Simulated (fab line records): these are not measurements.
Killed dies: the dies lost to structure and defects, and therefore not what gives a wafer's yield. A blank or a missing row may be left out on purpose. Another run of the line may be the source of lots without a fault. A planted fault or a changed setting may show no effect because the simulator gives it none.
A sampling plan put to the test ; flow n5 finfet ; one fab line, 35 faults that these records tell of, each judged on the records of the lots that it struck; 1 more is left out, because the records don't allow judging it
The plan is the line's own looks: the steps of the route at which a gauge or an inspection reads the wafer and doesn't change it. A look can be judged if struck wafers have a number there and the file gives its usual mean and standard deviation on fault-free wafers. Caught: at a look after the fault's first step, the mean of the struck wafers lies 4 or more of those standard deviations (sigma) from the usual mean. On the tool: the same test on the tool's own readings at the fault's steps. A different recipe on the struck wafers counts as caught too, as does a record blank only for those wafers.

== THE FAULTS, as the simulator had put them in ==
1. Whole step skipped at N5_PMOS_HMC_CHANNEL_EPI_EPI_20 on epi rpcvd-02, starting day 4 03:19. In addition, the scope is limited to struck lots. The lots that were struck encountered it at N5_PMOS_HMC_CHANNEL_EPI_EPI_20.
2. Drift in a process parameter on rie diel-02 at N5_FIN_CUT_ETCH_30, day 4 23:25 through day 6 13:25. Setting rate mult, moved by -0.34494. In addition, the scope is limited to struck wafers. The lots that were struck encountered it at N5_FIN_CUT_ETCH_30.
3. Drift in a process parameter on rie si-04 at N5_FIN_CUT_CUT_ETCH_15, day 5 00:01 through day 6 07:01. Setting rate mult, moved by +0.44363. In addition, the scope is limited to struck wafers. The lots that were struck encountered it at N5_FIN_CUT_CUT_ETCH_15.
4. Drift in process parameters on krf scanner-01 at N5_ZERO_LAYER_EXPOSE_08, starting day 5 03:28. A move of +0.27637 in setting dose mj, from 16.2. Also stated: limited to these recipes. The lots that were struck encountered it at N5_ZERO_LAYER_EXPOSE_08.
5. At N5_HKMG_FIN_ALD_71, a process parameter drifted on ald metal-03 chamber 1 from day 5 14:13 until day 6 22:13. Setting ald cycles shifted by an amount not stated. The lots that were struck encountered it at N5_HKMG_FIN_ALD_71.
6. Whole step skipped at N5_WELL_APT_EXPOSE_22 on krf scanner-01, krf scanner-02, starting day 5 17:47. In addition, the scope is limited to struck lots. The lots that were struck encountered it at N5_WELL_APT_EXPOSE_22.
7. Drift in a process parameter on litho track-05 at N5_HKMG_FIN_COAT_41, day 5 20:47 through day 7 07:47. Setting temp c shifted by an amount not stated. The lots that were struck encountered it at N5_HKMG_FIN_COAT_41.
8. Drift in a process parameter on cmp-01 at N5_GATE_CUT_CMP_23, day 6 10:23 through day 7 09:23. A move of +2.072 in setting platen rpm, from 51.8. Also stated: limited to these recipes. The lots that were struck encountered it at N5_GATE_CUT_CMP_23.
9. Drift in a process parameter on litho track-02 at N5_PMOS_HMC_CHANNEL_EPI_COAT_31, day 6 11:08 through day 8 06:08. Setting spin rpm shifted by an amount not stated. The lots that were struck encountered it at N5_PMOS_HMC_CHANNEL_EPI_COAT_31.
10. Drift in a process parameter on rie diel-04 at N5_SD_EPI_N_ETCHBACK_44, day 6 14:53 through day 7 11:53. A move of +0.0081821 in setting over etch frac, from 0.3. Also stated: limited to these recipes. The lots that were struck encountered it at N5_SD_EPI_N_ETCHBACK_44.
11. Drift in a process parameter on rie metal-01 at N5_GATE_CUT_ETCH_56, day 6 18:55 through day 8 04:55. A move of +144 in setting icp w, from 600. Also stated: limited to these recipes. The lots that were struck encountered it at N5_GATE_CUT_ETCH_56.
12. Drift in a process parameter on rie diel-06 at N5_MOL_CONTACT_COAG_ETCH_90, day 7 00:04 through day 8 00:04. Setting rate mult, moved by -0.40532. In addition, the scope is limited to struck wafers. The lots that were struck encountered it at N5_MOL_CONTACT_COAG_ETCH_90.
13. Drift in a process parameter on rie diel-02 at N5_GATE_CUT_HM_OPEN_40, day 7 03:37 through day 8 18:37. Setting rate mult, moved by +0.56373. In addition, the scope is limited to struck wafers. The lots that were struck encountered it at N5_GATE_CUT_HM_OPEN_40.
14. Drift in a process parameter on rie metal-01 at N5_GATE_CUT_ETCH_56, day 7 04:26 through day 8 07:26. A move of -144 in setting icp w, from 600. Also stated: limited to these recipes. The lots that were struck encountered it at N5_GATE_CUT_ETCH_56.
15. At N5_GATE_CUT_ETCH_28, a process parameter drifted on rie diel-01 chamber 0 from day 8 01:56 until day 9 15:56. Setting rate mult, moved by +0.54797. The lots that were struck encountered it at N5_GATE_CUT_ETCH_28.
16. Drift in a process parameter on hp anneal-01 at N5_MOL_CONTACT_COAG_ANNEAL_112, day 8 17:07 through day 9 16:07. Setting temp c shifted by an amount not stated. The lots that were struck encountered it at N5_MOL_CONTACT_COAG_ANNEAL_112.
17. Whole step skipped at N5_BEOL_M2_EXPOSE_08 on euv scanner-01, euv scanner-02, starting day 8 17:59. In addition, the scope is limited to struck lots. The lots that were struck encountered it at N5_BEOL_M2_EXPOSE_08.
18. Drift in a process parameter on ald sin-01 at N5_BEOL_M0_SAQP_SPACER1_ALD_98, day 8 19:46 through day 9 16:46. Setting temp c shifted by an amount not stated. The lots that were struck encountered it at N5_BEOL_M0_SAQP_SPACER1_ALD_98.
19. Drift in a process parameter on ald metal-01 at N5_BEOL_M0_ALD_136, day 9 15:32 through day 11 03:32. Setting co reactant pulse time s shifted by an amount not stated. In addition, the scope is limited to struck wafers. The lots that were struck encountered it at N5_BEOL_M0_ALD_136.
20. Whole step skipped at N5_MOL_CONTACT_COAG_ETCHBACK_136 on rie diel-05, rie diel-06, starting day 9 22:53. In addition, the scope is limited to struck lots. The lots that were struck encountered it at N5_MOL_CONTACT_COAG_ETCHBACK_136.
21. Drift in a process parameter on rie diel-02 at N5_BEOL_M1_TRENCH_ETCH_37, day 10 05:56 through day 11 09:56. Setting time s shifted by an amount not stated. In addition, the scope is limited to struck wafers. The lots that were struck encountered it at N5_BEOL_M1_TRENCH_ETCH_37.
22. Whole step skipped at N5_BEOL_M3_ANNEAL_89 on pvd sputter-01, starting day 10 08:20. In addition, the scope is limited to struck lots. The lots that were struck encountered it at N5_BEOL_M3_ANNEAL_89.
23. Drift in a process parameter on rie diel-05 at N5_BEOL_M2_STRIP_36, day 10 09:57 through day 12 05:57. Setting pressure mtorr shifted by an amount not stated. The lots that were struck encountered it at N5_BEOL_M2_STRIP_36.
24. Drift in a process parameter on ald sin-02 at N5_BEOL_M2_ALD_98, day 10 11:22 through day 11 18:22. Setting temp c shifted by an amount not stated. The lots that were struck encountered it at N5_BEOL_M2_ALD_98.
25. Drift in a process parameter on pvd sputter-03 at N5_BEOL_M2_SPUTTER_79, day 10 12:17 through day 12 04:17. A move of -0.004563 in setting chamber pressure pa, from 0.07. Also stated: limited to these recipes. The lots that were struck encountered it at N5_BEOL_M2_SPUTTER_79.
26. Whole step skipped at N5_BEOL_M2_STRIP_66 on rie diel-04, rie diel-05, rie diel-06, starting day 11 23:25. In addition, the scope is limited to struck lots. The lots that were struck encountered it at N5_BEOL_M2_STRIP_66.
27. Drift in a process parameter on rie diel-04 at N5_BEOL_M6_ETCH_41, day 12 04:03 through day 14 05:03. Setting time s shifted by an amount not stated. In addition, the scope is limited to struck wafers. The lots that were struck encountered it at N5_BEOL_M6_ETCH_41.
28. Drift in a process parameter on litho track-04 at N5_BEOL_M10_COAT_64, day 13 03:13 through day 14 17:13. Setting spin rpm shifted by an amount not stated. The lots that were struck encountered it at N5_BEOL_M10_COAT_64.
29. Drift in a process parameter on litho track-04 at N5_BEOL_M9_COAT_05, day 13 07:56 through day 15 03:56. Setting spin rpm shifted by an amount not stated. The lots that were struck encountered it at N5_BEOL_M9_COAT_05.
30. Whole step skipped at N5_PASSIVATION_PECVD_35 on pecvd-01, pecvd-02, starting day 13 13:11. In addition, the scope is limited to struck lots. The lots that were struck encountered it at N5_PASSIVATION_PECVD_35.
31. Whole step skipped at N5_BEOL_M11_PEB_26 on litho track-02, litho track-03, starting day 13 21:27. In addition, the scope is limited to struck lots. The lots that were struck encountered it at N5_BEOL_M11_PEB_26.
32. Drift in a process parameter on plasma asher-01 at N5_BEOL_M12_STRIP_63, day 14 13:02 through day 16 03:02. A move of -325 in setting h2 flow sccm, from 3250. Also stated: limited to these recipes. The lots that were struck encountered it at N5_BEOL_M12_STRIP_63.
33. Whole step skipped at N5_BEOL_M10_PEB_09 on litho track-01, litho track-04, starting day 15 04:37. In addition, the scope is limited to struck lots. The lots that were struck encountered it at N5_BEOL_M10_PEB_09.
34. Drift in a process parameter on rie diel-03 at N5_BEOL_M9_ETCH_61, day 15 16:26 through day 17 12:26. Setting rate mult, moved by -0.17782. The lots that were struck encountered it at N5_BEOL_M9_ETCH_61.
35. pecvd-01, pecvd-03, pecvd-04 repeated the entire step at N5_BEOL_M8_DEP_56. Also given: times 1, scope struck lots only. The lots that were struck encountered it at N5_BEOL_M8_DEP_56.

== WHAT THE PLAN SAW ==
fault;on the tool itself;first look that catches it;reading, sigma;median hours from its first step to that look;hours from the fault's start to the first struck lot there;judged looks passed uncaught
1;the tool's record is blank for the struck wafers;no look after it can be judged;-;-;-;0
2;etch rf on time s +13 sigma;not the one look that can be judged after it;-;-;-;1
3;only faintly: oes product au +3.5 sigma;not the one look that can be judged after it;strongest: IOFF_P at N5_BEOL_M4_RC_MEAS_101, +2.8;-;-;1
4;exposure dose mJ cm2 +15 sigma;none of the 3 looks that can be judged after it;-;-;-;3
5;under 2 sigma;not the one look that can be judged after it;-;-;-;1
6;no reading that can be judged;no look after it can be judged;-;-;-;0
7;plate temp C -29 sigma;not the one look that can be judged after it;-;-;-;1
8;platen rpm +49 sigma;none of the 2 looks that can be judged after it;-;-;-;2
9;spin speed rpm -99 or beyond sigma;none of the 2 looks that can be judged after it;-;-;-;2
10;under 2 sigma;not the one look that can be judged after it;-;-;-;1
11;rf fwd power W +65 sigma;not the one look that can be judged after it;-;-;-;1
12;etch rf on time s +22 sigma;not the one look that can be judged after it;-;-;-;1
13;etch rf on time s -14 sigma;not the one look that can be judged after it;-;-;-;1
14;rf fwd power W -65 sigma;not the one look that can be judged after it;-;-;-;1
15;etch rf on time s -10 sigma;not the one look that can be judged after it;-;-;-;1
16;wafer_temp_C_max -19 sigma;not the one look that can be judged after it;-;-;-;1
17;no reading that can be judged;no look after it can be judged;-;-;-;0
18;susceptor temp C +21 sigma;not the one look that can be judged after it;-;-;-;1
19;under 2 sigma;not the one look that can be judged after it;-;-;-;1
20;the tool's record is blank for the struck wafers;not the one look that can be judged after it;-;-;-;1
21;run length s -4.9 sigma;not the one look that can be judged after it;-;-;-;1
22;the tool's record is blank for the struck wafers;not the one look that can be judged after it;-;-;-;1
23;chamber pressure mTorr +99 or beyond sigma;not the one look that can be judged after it;-;-;-;1
24;susceptor temp C -29 sigma;not the one look that can be judged after it;-;-;-;1
25;chamber pressure pa -32 sigma;not the one look that can be judged after it;-;-;-;1
26;the tool's record is blank for the struck wafers;not the one look that can be judged after it;-;-;-;1
27;run length s -8.4 sigma;no look after it can be judged;-;-;-;0
28;spin speed rpm +35 sigma;no look after it can be judged;-;-;-;0
29;spin speed rpm +99 or beyond sigma;no look after it can be judged;-;-;-;0
30;the tool's record is blank for the struck wafers;no look after it can be judged;-;-;-;0
31;the tool's record is blank for the struck wafers;no look after it can be judged;-;-;-;0
32;h2 flow sccm -32 sigma;no look after it can be judged;-;-;-;0
33;the tool's record is blank for the struck wafers;no look after it can be judged;-;-;-;0
34;etch rf on time s +6.1 sigma;none of the 2 looks that can be judged after it;-;-;-;2
35;under 2 sigma;not the one look that can be judged after it;-;-;-;1
A dash: this means the fault isn't caught or the number doesn't appear in these records.

Caught at a look: 0 of 35. Caught on the tool: 28 of 35. By one or the other: 28 of 35.
Faults 1, 2, 4, 7, 8, 9, 11, 12, 13, 14, 15, 16, 18, 20, 21, 22, 23, 24, 25, 26, 27, 28, 29, 30, 31, 32, 33, 34 were caught on the tool alone.
Caught by neither: faults 3, 5, 6, 10, 17, 19, 35.
